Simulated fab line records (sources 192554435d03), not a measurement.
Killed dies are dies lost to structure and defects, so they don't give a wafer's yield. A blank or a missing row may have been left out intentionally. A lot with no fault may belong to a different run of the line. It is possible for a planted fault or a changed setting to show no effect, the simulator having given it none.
Matching of chambers	flow n5Finfet	rieDiel-04 running N5_BEOL_M5_ETCH_62: 4 sister chambers
The step etches SOC in N2/H2, target depth 75 nm, overetch 15 nm, time 112.5 s. 4 wafers are shown with their chamber, then 12 later ones without.

WAFERS, EACH WITH ITS CHAMBER
wafer	chamber	drypumpMotorCurrentA (A)
L087.5	0	5.4
L090.3	2	6.2
L090.4	1	5.4
L090.5	3	6.8

WAFERS WITH NO CHAMBER GIVEN
wafer	drypumpMotorCurrentA (A)
L092.1	6.1
L092.2	6.8
L092.3	5.5
L092.4	5.3
L092.5	5.4
L092.6	5.4
L094.1	6.7
L094.3	6.1
L094.4	5.4
L093.1	5.4
L093.4	5.4
L093.6	6.1

EACH ONE'S CHAMBER
wafer	from the rows above	in truth
L092.1	2	2
L092.2	3	3
L092.3	can't be placed: 0 or 1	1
L092.4	can't be placed: 0 or 1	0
L092.5	can't be placed: 0 or 1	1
L092.6	can't be placed: 0 or 1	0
L094.1	3	3
L094.3	2	2
L094.4	can't be placed: 0 or 1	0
L093.1	can't be placed: 0 or 1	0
L093.4	can't be placed: 0 or 1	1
L093.6	2	2
Correctly placed: 5 of 12. Not placeable from these rows: 7 (in 7, the candidates include the true chamber). 0 placed wrongly.
How it was worked out, from the rows above alone: a wafer's distance from a chamber is the root of the sum, over the readings, of the square of ((its reading less the chamber's mean) divided by the reading's scatter). If the next closest chamber is less than 2 further off than the closest, the wafer can't be placed; otherwise it belongs to the closest. For every chamber, the mean is computed from those of its wafers that are shown. The scatter: with one shown wafer a chamber, the root of the mean of the squares of how far each hidden wafer lies from its nearest shown one.
